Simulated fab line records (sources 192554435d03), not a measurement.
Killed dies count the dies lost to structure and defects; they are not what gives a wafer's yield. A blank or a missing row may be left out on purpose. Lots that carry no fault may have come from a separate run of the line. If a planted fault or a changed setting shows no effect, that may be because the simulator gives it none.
Comparing a struck lot with a sound one :: flow n5-finfet :: 17 out of 1938 route steps
Sound: these wafers, L630.2, L630.3, L630.5. Struck: wafer L648.1. (L648.3, L648.4 of the same lot were not struck and are left out.) The cause comes at the end.
Each step with rows lists, per side, the tool, then ch with its chambers, then its first start. Under that, the readings that differ: sound wafers :: struck wafers :: difference of the means :: sigmas: that difference in standard deviations of wafers without a fault.
alike: readings with means less than 2 such deviations apart, plus words and numbers identical on both sides. not compared: withheld readings, readings lacking a value on some wafer, bounds such as >300 that could conceal the same value, and numbers that have no deviation in the record and whose values overlap.
The two part at a step that has a row with sigmas, a row that says differs or no value, or rows on one side only. Numbers that have no deviation but don't overlap get no sigmas and don't part them. A reading missing from all wafers of one side parts the sides only when that side holds two or more wafers.

N5_BEOL_M5_ALD_86: deposits TaN, pulse time 2 s, purge time 3 s, co reactant purge time 2 s.
  sound on ald-metal-01 ch 1,2,3, day 8 18:11; struck on ald-metal-01 ch 0, day 13 18:39
  alike: heater-power-w
N5_BEOL_M5_SURFACE_TREAT_87:
  struck on pvd-sputter-02, day 13 18:53; sound on pvd-sputter-02, day 8 18:26
  not compared: throttle-valve-pct
then, 2 steps without rows for these wafers: N5_BEOL_M5_CVD_47 (deposits Co from CCTBA/H2, target thk 3 nm, time 216 s); N5_BEOL_M5_SPUTTER_48 (material Cu, target thk 15 nm, time 27.62 s).
N5_BEOL_M5_ANNEAL_49: time 1800 s.
  struck on pvd-sputter-03, day 13 19:12; sound on pvd-sputter-02, day 8 18:51
  alike: heater-power-w
then, 2 steps without rows for these wafers: N5_BEOL_M5_SPUTTER_81 (material Cu, target thk 15 nm, time 27.62 s); N5_BEOL_M5_ANNEAL_82 (time 1800 s).
N5_BEOL_M5_SPUTTER_83: material Cu, target thk 15 nm, time 27.62 s.
  struck on pvd-sputter-03, day 13 21:17; sound on pvd-sputter-02, day 8 20:56
  alike: throttle-valve-pct
then, 1 step without rows for these wafers: N5_BEOL_M5_ANNEAL_84 (time 1800 s).
N5_BEOL_M5_SPUTTER_88: material Cu, target thk 15 nm, time 27.62 s.
  struck on pvd-sputter-03, day 13 22:23; sound on pvd-sputter-02, day 8 22:02
  alike: throttle-valve-pct
then, 2 steps without rows for these wafers: N5_BEOL_M5_ANNEAL_89 (time 1800 s); N5_BEOL_M5_SPUTTER_90 (material Cu, target thk 4.5 nm, time 8.29 s).
N5_BEOL_M5_ECD_50: material Cu, target thk 300 nm.
  sound on ecd-cu-01 ch 0,1, day 8 23:14; struck on ecd-cu-02 ch 0, day 13 23:35
reading: model.Cu_of_BEOL_M5_ECD_50.thk-nm (nm)
sound: 298.8 301.6 291.2
struck: 181.8
difference: -115.4
sigmas: 
then, 1 step without rows for these wafers: N5_BEOL_M5_ANNEAL_51 (time 90 s).
N5_BEOL_M5_CMP_52: polishes, stops on SiCOH lowk, t overpolish 6.9 s, target thk 62 nm.
  sound on cmp-02 ch 0,1, day 8 23:38; struck on cmp-03 ch 1, day 13 23:58
reading: time-to-endpoint-s (s)
sound: 63.1 62.6 62.4
struck: 38.6
difference: -24.1
sigmas: -10
  alike: motor-current-A
N5_BEOL_M5_THK_MEAS_53: measures by xrf.
  struck on film-metro-01, day 14 00:16; sound on film-metro-02, day 8 23:56
  alike: M5_THK
-- the record jumps here: 4 days lie between the struck wafers' starts before and after (it left off in module BEOL_M5 and takes up again in module PASSIVATION, whose first step shown is number 1936 of the route) --
N5_PASSIVATION_PROBE_49:
  struck on prober-01, day 18 02:54; sound on prober-01, day 12 16:10
reading: killed_at_M4_up
sound: 6 6 14
struck: 27
difference: +18
sigmas: +3
  alike: defect-limited-yield, killed_at_M0_to_M3, killed-at-contacts, killed-at-front-end, killed-at-other, killed-dies, killed-open, killed-short, sort_bin_5_function, sort_bin_6_memory, sort-n-pass, sort-yield-pct

== WHERE THEY PART ==
First at N5_BEOL_M5_CMP_52; last, within this record, at N5_PASSIVATION_PROBE_49.

WHY: what the simulator had put in
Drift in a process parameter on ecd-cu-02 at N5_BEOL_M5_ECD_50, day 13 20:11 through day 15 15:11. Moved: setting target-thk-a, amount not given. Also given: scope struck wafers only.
